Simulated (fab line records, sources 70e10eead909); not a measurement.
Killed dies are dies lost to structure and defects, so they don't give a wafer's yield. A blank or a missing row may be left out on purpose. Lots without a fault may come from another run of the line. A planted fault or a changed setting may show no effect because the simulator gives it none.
Chamber matching | flow nand_harc | NHARC_P_CONTACT_DEP_30 on pecvd-01: 3 sister chambers
The step deposits SiNx, target thk 30 nm. 6 wafers are shown with their chamber, then 7 later ones without.

WAFERS WITH THEIR CHAMBER
wafer  | chamber | heater_power_w (W) | heater_power_outer_w (W)
L079.6 | 2       | 658                | 430
L081.3 | 0       | 644                | 423
L083.1 | 2       | 561                | 361
L083.5 | 0       | 628                | 402
L089.3 | 1       | 748                | 464
L089.5 | 1       | 742                | 468

WAFERS WITHOUT THEIR CHAMBER
wafer  | heater_power_w (W) | heater_power_outer_w (W)
L089.6 | 605                | 386
L090.1 | 747                | 464
L090.3 | 637                | 420
L090.5 | 646                | 427
L096.1 | 636                | 407
L096.3 | 735                | 491
L096.6 | 744                | 487

WHICH CHAMBER EACH WENT THROUGH
wafer  | from the rows above     | in truth
L089.6 | can't be placed: 2 or 0 | 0
L090.1 | 1                       | 1
L090.3 | can't be placed: 0 or 2 | 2
L090.5 | can't be placed: 0 or 2 | 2
L096.1 | can't be placed: 0 or 2 | 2
L096.3 | 1                       | 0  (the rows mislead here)
L096.6 | 1                       | 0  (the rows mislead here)
Placed correctly: 1 of 7. Can't be placed from these rows: 4 (the true chamber is among the candidates in 4). Placed wrongly: 2.
How it was worked out, from the rows above alone: a wafer's distance from a chamber is the root of the sum, over the readings, of the square of ((its reading less the chamber's mean) divided by the reading's scatter). The wafer belongs to the nearest chamber; if the next one is less than 2 further off, it can't be placed. A chamber's mean is the mean of its shown wafers. The scatter: the root of (the sum of the squares of (reading less its chamber's mean) over the shown wafers, divided by (wafers less chambers)).
